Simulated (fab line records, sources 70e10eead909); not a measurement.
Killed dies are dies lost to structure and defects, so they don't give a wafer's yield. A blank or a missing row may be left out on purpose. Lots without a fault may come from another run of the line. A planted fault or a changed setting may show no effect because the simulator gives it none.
fab line records | flow nand_harc
record lots=6 wafers=16 last_day=34
route steps=1302 shown A_DECK1_JOINT@541 A_ONON_D2@545 END@1302
lots that met no fault: from a run of the same line without faults
start_h: hours from the record's first day to the start of the lot's first wafer shown | wait_h: hours since the lot's step before | " the same as in the row above | L1.1+2: a row that stands for several wafers | - no value, or no start given | * or withheld: withheld | < > ~ a bound
route shown NAME@n: a module of which the file shows steps, and the number in the route of the first | usual: mean/standard deviation of fault-free wafers | same: alike in all rows | chamber/n: place in a boat | sites: the reading at each site | _std_site: their standard deviation | _edge_site: outer sites' mean less inner sites' | radius_mm: how far each site lies from the wafer's centre | mask NAME#n: copy n | behind: the tool/chamber that last shaped the wafer | hold: why the lot was held/for how many hours/how that ended | device: the transistor (n, p or np) that didn't switch | end of line: the same wafers' tests at the end of the route | a step without rows: its recipe alone | killed: dies lost to structure and defects at the first sort, not the wafer's yield | map: a wafer's dies, x killed, . not, _ none there
set.NAME: the setting as run; set.NAME@STEP: as run at that earlier step | model.NAME: the simulator's own value behind a step, which no gauge read
lots at some steps of the route; a table a step, a row a wafer
services: from which hour (start_h, from the record's first day; less than 0 if before it) a tool's chamber was out of use, for how many hours, and why
## steps
# step NHARC_A_DECK1_JOINT_SRD_15
# step NHARC_A_DECK1_JOINT_DEP_16
# recipe target_thk_a=450 temp_c=400 pressure_torr=6.5 rf_w=900 teos_flow_sccm=161.4 flow_sccm=2650 target_thk_nm=45 gas=O2 material=SiO2
# usual heater_power_w=535/110 throttle_valve_pct=15.8/0.46
# columns lot.wafer tool chamber start_h wait_h heater_power_w throttle_valve_pct
L581.2 pecvd-04 1 318.30 0.1 848 15.8
L581.1 " 2 " " 452 15.9
L581.3 " 0 " " 377 16.4
L583.2 pecvd-04 0 337.59 0.1 429 16.5
L583.1 " 2 " " 394 15.7
L583.5 " 0 " " 435 16.5
L591.1 pecvd-04 2 419.47 0.1 451 16.1
L591.4 " 2 " " 451 16.3
L593.6 pecvd-02 1 435.18 0.2 635 16.0
L593.4 " 2 " " 446 15.3
L600.1 pecvd-03 1 500.13 0.1 525 14.9
L600.2 " 2 " " 471 15.7
L600.3 " 0 " " 504 15.9
L599.1 pecvd-02 1 500.14 0.1 551 16.4
L599.3 " 0 " " 507 15.5
L599.5 " 1 " " 550 16.1
# step NHARC_A_DECK1_JOINT_THK_MEAS_17
# recipe thk_meas_gauge=ellipsometry
# usual thk_nm=45.1/1.2
# columns lot.wafer tool chamber start_h wait_h thk_nm
L581.1 film_metro-02 - 318.58 0.2 46.6
L581.2 " - " " 47.0
L581.3 " - " " 43.9
L583.1 film_metro-01 - 337.96 0.3 44.9
L583.2 " - " " 44.4
L583.5 " - " " 44.7
L591.1 film_metro-02 - 419.72 0.2 45.0
L591.4 " - " " 46.8
L593.4 film_metro-01 - 435.34 0.1 45.4
L593.6 " - " " 45.8
L600.1 film_metro-02 - 500.41 0.2 45.4
L600.2 " - " " 45.1
L600.3 " - " " 44.6
L599.1 film_metro-02 - 500.42 0.3 44.2
L599.3 " - " " 43.6
L599.5 " - " " 46.1
# step NHARC_A_DECK1_JOINT_INSPECT_05
# usual raw_defect_count=328/130
# columns lot.wafer tool chamber start_h wait_h raw_defect_count
L581.1 defect_inspect-02 - 318.62 0.0 287
L581.2 " - " " 141
L581.3 " - " " 215
L583.1 defect_inspect-02 - 337.99 0.0 175
L583.2 " - " " 203
L583.5 " - " " 153
L591.1 defect_inspect-02 - 419.76 0.0 332
L591.4 " - " " 495
L593.4 defect_inspect-01 - 435.38 0.0 369
L593.6 " - " " 188
L600.1 defect_inspect-02 - 500.45 0.0 357
L600.2 " - " " 378
L600.3 " - " " 481
L599.1 defect_inspect-01 - 500.46 0.0 179
L599.3 " - " " 239
L599.5 " - " " 138
# step NHARC_A_ONON_D2_DEP_00
# recipe target_thk_a=10000 n2_flow_sccm=2750 n2o_flow_sccm=2000 nh3_flow_sccm=500 sih4_flow_sccm=210 temp_c=400
# step NHARC_A_ONON_D2_THK_MEAS_02
# recipe thk_meas_gauge=ellipsometry
# usual thk_nm=999/9.4
# columns lot.wafer tool chamber start_h wait_h thk_nm
L581.1 film_metro-02 - 319.19 - 1000
L581.2 " - " " 1002
L581.3 " - " " 1001
L583.1 film_metro-02 - 338.58 - 1008
L583.2 " - " " 1009
L583.5 " - " " 1007
L591.1 film_metro-01 - 420.34 - 1010
L591.4 " - " " 1009
L593.4 film_metro-02 - 435.96 - 1001
L593.6 " - " " 1002
L600.1 film_metro-02 - 501.03 - 994
L600.2 " - " " 993
L600.3 " - " " 995
L599.1 film_metro-02 - 501.24 - 984
L599.3 " - " " 983
L599.5 " - " " 986
# step NHARC_A_ONON_D2_DEP_03
# recipe target_thk_a=10000 n2_flow_sccm=2750 n2o_flow_sccm=2000 nh3_flow_sccm=500 sih4_flow_sccm=210 temp_c=400
# step NHARC_A_ONON_D2_THK_MEAS_05
# recipe thk_meas_gauge=ellipsometry
# usual thk_nm=1003/11
# columns lot.wafer tool chamber start_h wait_h thk_nm
L581.1 film_metro-01 - 319.76 - 1003
L581.2 " - " " 1005
L581.3 " - " " 1004
L583.1 film_metro-01 - 339.17 - 1008
L583.2 " - " " 1007
L583.5 " - " " 1007
L591.1 film_metro-02 - 420.90 - 998
L591.4 " - " " 998
L593.4 film_metro-02 - 436.52 - 1005
L593.6 " - " " 1007
L600.1 film_metro-01 - 501.59 - 1022
L600.2 " - " " 1024
L600.3 " - " " 1023
L599.1 film_metro-02 - 501.81 - 1003
L599.3 " - " " 1002
L599.5 " - " " 1002
# step NHARC_A_ONON_D2_DEP_06
# recipe target_thk_a=10000 n2_flow_sccm=2750 n2o_flow_sccm=2000 nh3_flow_sccm=500 sih4_flow_sccm=210 temp_c=400
# step NHARC_A_ONON_D2_THK_MEAS_08
# recipe thk_meas_gauge=ellipsometry
# usual thk_nm=997/9.9
# columns lot.wafer tool chamber start_h wait_h thk_nm
L581.1 film_metro-01 - 320.33 - 1010
L581.2 " - " " 1008
L581.3 " - " " 1009
L583.1 film_metro-01 - 339.76 - 989
L583.2 " - " " 989
L583.5 " - " " 988
L591.1 film_metro-01 - 421.47 - 998
L591.4 " - " " 998
L593.4 film_metro-02 - 437.08 - 980
L593.6 " - " " 981
L600.1 film_metro-02 - 502.16 - 988
L600.2 " - " " 987
L600.3 " - " " 987
L599.1 film_metro-02 - 502.38 - 993
L599.3 " - " " 992
L599.5 " - " " 990
# step NHARC_A_ONON_D2_DEP_09
# recipe target_thk_a=10000 n2_flow_sccm=2750 n2o_flow_sccm=2000 nh3_flow_sccm=500 sih4_flow_sccm=210 temp_c=400
# step NHARC_A_ONON_D2_THK_MEAS_11
# recipe thk_meas_gauge=ellipsometry
# usual thk_nm=1001/11
# columns lot.wafer tool chamber start_h wait_h thk_nm
L581.1 film_metro-02 - 320.90 - 989
L581.2 " - " " 989
L581.3 " - " " 991
L583.1 film_metro-01 - 340.34 - 1009
L583.2 " - " " 1008
L583.5 " - " " 1009
L591.1 film_metro-01 - 422.03 - 978
L591.4 " - " " 976
L593.4 film_metro-01 - 437.66 - 1013
L593.6 " - " " 1013
L600.1 film_metro-02 - 502.73 - 991
L600.2 " - " " 990
L600.3 " - " " 991
L599.1 film_metro-02 - 502.94 - 993
L599.3 " - " " 993
L599.5 " - " " 993
# step NHARC_A_ONON_D2_DEP_12
# recipe target_thk_a=10000 n2_flow_sccm=2750 n2o_flow_sccm=2000 nh3_flow_sccm=500 sih4_flow_sccm=210 temp_c=400
# usual n2_flow_sccm=2752/7.8
# columns lot.wafer tool chamber start_h wait_h n2_flow_sccm
L581.1 pecvd_onon-02 0 320.95 0.1 2734
L581.2 " 0 " " 2740
L581.3 " 0 " " 2743
L583.1 pecvd_onon-04 0 340.39 0.1 2756
L583.2 " 0 " " 2757
L583.5 " 0 " " 2745
L591.1 pecvd_onon-04 0 422.09 0.1 2741
L591.4 " 0 " " 2748
L593.4 pecvd_onon-04 0 437.89 0.2 2748
L593.6 " 0 " " 2763
L600.1 pecvd_onon-01 0 502.79 0.1 2739
L600.2 " 0 " " 2735
L600.3 " 0 " " 2748
L599.1 pecvd_onon-02 0 503.00 0.1 2760
L599.3 " 0 " " 2758
L599.5 " 0 " " 2746
# step NHARC_A_ONON_D2_THK_MEAS_14
# recipe thk_meas_gauge=ellipsometry
# usual thk_nm=1001/8
# columns lot.wafer tool chamber start_h wait_h thk_nm
L581.1 film_metro-02 - 321.46 - 1007
L581.2 " - " " 1004
L581.3 " - " " 1004
L583.1 film_metro-01 - 340.90 - 996
L583.2 " - " " 994
L583.5 " - " " 997
L591.1 film_metro-01 - 422.60 - 997
L591.4 " - " " 1562
L593.4 film_metro-02 - 438.22 - 1572
L593.6 " - " " 1009
L600.1 film_metro-02 - 503.30 - 980
L600.2 " - " " 980
L600.3 " - " " 981
L599.1 film_metro-01 - 503.52 - 1013
L599.3 " - " " 1013
L599.5 " - " " 1014
# step NHARC_A_ONON_D2_ANNEAL_15
# recipe temp_c=750 time_s=3600
# step NHARC_END_SORT_01
# recipe temp_c=25
# usual killed_at_array=56/19 killed_at_other=0.8/1.1 killed_at_periphery=3.4/2.5 killed_dies=60/19 killed_open=2.9/1.7 killed_short=2.4/1.6
# same gross_dies=677
# columns lot.wafer tool chamber start_h wait_h killed_at_array killed_at_other killed_at_periphery killed_dies killed_open killed_short
L583.1 prober-01 0 639.41 2.5 43 3 8 54 2 2
L583.2 prober-01 0 640.20 2.8 39 2 4 45 2 2
L583.5 prober-01 0 642.57 3.7 49 0 7 56 3 3
L591.4 prober-02 0 711.49 3.4 674 1 2 677 2 1
# killed by level:class
L583.1 A_CHANNEL_HOLE_D2:chamber_film_flake=28 P_CONTACT:chamber_film_flake=5 A_CHANNEL_HOLE_D1:chamber_film_flake=5 A_CONTACT:chamber_film_flake=5 THIN_TSV:chamber_film_flake=3 P_GATE:geometric_particle:short=1 A_ONON_D1:geometric_particle:open=1 A_CHANNEL_HOLE_D1:geometric_particle:short=1
L583.2 A_CHANNEL_HOLE_D2:chamber_film_flake=23 A_CHANNEL_HOLE_D1:chamber_film_flake=5 A_CONTACT:chamber_film_flake=4 P_CONTACT:chamber_film_flake=3 THIN_TSV:chamber_film_flake=2 P_CONTACT:geometric_particle:open=1 A_ONON_D1:geometric_particle:open=1 A_DECK1_JOINT:geometric_particle:short=1
L583.5 A_CHANNEL_HOLE_D2:chamber_film_flake=23 A_CHANNEL_HOLE_D1:chamber_film_flake=7 A_WL_FILL:chamber_film_flake=5 A_CONTACT:chamber_film_flake=4 P_CONTACT:chamber_film_flake=3 P_BONDPAD:chamber_film_flake=2 A_STAIRCASE:chamber_film_flake=2 A_SLIT:chamber_film_flake=2
L591.4 A_ONON_D2:area_dep=647 A_CHANNEL_HOLE_D1:chamber_film_flake=10 A_CONTACT:chamber_film_flake=7 A_SLIT:chamber_film_flake=4 A_WL_FILL:chamber_film_flake=2 P_CONTACT:geometric_particle:open=1 A_WL_FILL:geometric_particle:short=1 A_M0:geometric_particle:open=1
## services
# columns tool chamber start_h hours kind
pecvd-03 2 297.66 1.8 repair
pecvd_onon-02 - 309.50 1.2 repair
pecvd_onon-04 - 311.06 13.0 pm
pecvd-04 1 335.67 6.0 repair
pecvd-02 - 348.97 2.1 repair
pecvd-04 0 349.79 13.8 repair
pecvd-04 - 351.35 3.0 repair
pecvd_onon-02 - 366.00 13.0 pm
pecvd-03 - 366.06 13.0 pm
pecvd-02 - 408.00 13.0 pm
pecvd-02 0 408.00 13.0 vent_cycle
pecvd-02 1 408.00 13.0 vent_cycle
pecvd-03 - 431.39 5.5 repair
pecvd-04 - 450.21 13.0 pm
pecvd-04 0 450.21 13.0 vent_cycle
pecvd-04 1 450.21 13.0 vent_cycle
pecvd-04 2 450.21 13.0 vent_cycle
pecvd_onon-01 - 450.31 13.0 pm
pecvd-02 - 455.62 4.2 repair
pecvd-04 0 463.21 - clean
pecvd-04 1 463.21 - clean
pecvd-04 2 463.21 - clean
pecvd-04 - 468.09 1.3 repair
pecvd_onon-04 - 492.25 13.0 pm
## key
first_sign step=NHARC_A_ONON_D2_THK_MEAS_14 reading=thk_nm direction=up sigmas=71 usual=1001 struck=1567
effect step=NHARC_END_SORT_01 reading=killed_at_array direction=up sigmas=33 usual=56 struck=674
more_kills_born_at NHARC_A_ONON_D2_DEP_12@pecvd_onon-04=647
met_at NHARC_A_ONON_D2_DEP_12
struck_wafers L591.4,L593.4
later_rows_left_out L591.4,L593.4
sort_left_out L593.4
tester_left_out L591,L593
onset_between 340.39 422.09
fault kind=process_parameter_drift tool=pecvd_onon-04 chamber=- onset_h=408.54 steps=NHARC_A_ONON_D2_DEP_12 channel=target_thk_a offset=* shape=step end_h=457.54 scope=struck_wafers_only acts_in=* stated=*
# tester_left_out: of these lots the tester's yield and bins aren't shown, on N5 and GAA mostly nor the transistor test; their killed dies are dies lost to structure and defects alone, not to doping, threshold or leakage, so they don't give the yield
# sort_left_out: the simulated sort isn't trusted on such a fault, so these wafers' sort isn't shown, and their yield isn't known
# later_rows_left_out: the simulator's readings of these wafers behind a module that went badly wrong aren't trusted and aren't shown, but for the sort
